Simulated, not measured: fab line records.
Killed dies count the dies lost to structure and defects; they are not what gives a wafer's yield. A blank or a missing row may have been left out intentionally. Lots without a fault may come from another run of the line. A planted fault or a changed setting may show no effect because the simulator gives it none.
Chamber matching :: flow n5-finfet :: rie-diel-03 running N5_BEOL_M1_ETCH_69: 4 sister chambers
The step etches SiARC in CF4, target depth 15.6 nm, time 26 s. 4 wafers are shown with their chamber, then 9 later ones without.

EACH WAFER AND ITS CHAMBER
wafer: L084.3
chamber: 3
showerhead-plenum-p-Torr (Torr): 2.11

wafer: L087.5
chamber: 2
showerhead-plenum-p-Torr (Torr): 2.20

wafer: L089.5
chamber: 0
showerhead-plenum-p-Torr (Torr): 2.20

wafer: L089.6
chamber: 1
showerhead-plenum-p-Torr (Torr): 2.04

WAFERS WHOSE CHAMBER IS MISSING
wafer: L090.3
showerhead-plenum-p-Torr (Torr): 2.04

wafer: L090.4
showerhead-plenum-p-Torr (Torr): 2.11

wafer: L090.6
showerhead-plenum-p-Torr (Torr): 2.11

wafer: L092.1
showerhead-plenum-p-Torr (Torr): 2.19

wafer: L092.3
showerhead-plenum-p-Torr (Torr): 2.11

wafer: L092.4
showerhead-plenum-p-Torr (Torr): 2.04

wafer: L096.1
showerhead-plenum-p-Torr (Torr): 2.19

wafer: L096.4
showerhead-plenum-p-Torr (Torr): 2.03

wafer: L096.5
showerhead-plenum-p-Torr (Torr): 2.10

THE CHAMBER EACH PASSED THROUGH
wafer: L090.3
from the rows above: 1
in truth: 1

wafer: L090.4
from the rows above: 3
in truth: 3

wafer: L090.6
from the rows above: 3
in truth: 3

wafer: L092.1
from the rows above: can't be placed: 0 or 2
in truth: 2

wafer: L092.3
from the rows above: 3
in truth: 3

wafer: L092.4
from the rows above: 1
in truth: 1

wafer: L096.1
from the rows above: can't be placed: 0 or 2
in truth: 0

wafer: L096.4
from the rows above: 1
in truth: 1

wafer: L096.5
from the rows above: 3
in truth: 3
Placed correctly: 7 of 9. Not placeable from these rows: 2 (in 2, the candidates include the true chamber). Number placed wrongly: 0.
How it was worked out, from the rows above alone: a wafer's distance from a chamber is the root of the sum, over the readings, of the square of ((its reading less the chamber's mean) divided by the reading's scatter). The wafer belongs to the nearest chamber; if the next one is less than 2 further off, it can't be placed. Each chamber's mean is taken over the wafers shown for it. The scatter: with one shown wafer a chamber, the root of the mean of the squares of how far each hidden wafer lies from its nearest shown one.
